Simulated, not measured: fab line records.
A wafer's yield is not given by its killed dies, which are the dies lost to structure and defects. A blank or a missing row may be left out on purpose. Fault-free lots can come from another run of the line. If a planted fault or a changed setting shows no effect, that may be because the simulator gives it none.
Chamber matching / flow n5Finfet / 4 sister chambers for N5_BEOL_M12_DESCUM_33 on rieDiel-04
The step chemistry O2, time 7.9 s. 8 wafers are shown with their chamber, then 10 later ones without.

WAFERS, EACH WITH ITS CHAMBER
wafer=L085.1; chamber=0; drypumpMotorCurrentA (A)=5.8; showerheadPlenumPTorr (Torr)=2.05
wafer=L085.2; chamber=3; drypumpMotorCurrentA (A)=6.6; showerheadPlenumPTorr (Torr)=2.15
wafer=L085.3; chamber=2; drypumpMotorCurrentA (A)=4.9; showerheadPlenumPTorr (Torr)=2.05
wafer=L089.2; chamber=3; drypumpMotorCurrentA (A)=6.5; showerheadPlenumPTorr (Torr)=2.15
wafer=L089.4; chamber=0; drypumpMotorCurrentA (A)=5.7; showerheadPlenumPTorr (Torr)=2.04
wafer=L089.6; chamber=1; drypumpMotorCurrentA (A)=6.3; showerheadPlenumPTorr (Torr)=2.08
wafer=L090.2; chamber=1; drypumpMotorCurrentA (A)=6.3; showerheadPlenumPTorr (Torr)=2.08
wafer=L090.4; chamber=2; drypumpMotorCurrentA (A)=4.9; showerheadPlenumPTorr (Torr)=2.05

WAFERS WHOSE CHAMBER IS MISSING
wafer=L090.5; drypumpMotorCurrentA (A)=5.8; showerheadPlenumPTorr (Torr)=2.04
wafer=L093.1; drypumpMotorCurrentA (A)=4.9; showerheadPlenumPTorr (Torr)=2.05
wafer=L093.5; drypumpMotorCurrentA (A)=6.4; showerheadPlenumPTorr (Torr)=2.08
wafer=L093.6; drypumpMotorCurrentA (A)=4.9; showerheadPlenumPTorr (Torr)=2.05
wafer=L094.2; drypumpMotorCurrentA (A)=4.9; showerheadPlenumPTorr (Torr)=2.05
wafer=L094.3; drypumpMotorCurrentA (A)=6.3; showerheadPlenumPTorr (Torr)=2.08
wafer=L094.4; drypumpMotorCurrentA (A)=6.6; showerheadPlenumPTorr (Torr)=2.15
wafer=L092.1; drypumpMotorCurrentA (A)=6.5; showerheadPlenumPTorr (Torr)=2.15
wafer=L092.4; drypumpMotorCurrentA (A)=6.4; showerheadPlenumPTorr (Torr)=2.08
wafer=L092.6; drypumpMotorCurrentA (A)=6.5; showerheadPlenumPTorr (Torr)=2.15

WHICH CHAMBER EACH ONE RAN IN
wafer=L090.5; from the rows above=0; in truth=0
wafer=L093.1; from the rows above=2; in truth=2
wafer=L093.5; from the rows above=1; in truth=1
wafer=L093.6; from the rows above=2; in truth=2
wafer=L094.2; from the rows above=2; in truth=2
wafer=L094.3; from the rows above=1; in truth=1
wafer=L094.4; from the rows above=3; in truth=3
wafer=L092.1; from the rows above=3; in truth=3
wafer=L092.4; from the rows above=1; in truth=1
wafer=L092.6; from the rows above=3; in truth=3
Correct placement for 10 of the 10. Can't be placed from these rows: 0. Wrongly placed: 0.
How it was worked out, from the rows above alone: a wafer's distance from a chamber is the root of the sum, over the readings, of the square of ((its reading less the chamber's mean) divided by the reading's scatter). The wafer belongs to the nearest chamber; if the next one is less than 2 further off, it can't be placed. A chamber's mean is the mean of its shown wafers. How the scatter is found: for the shown wafers, subtract from each reading the mean of its chamber, square and add these, divide the total by (wafers less chambers), then take the root.
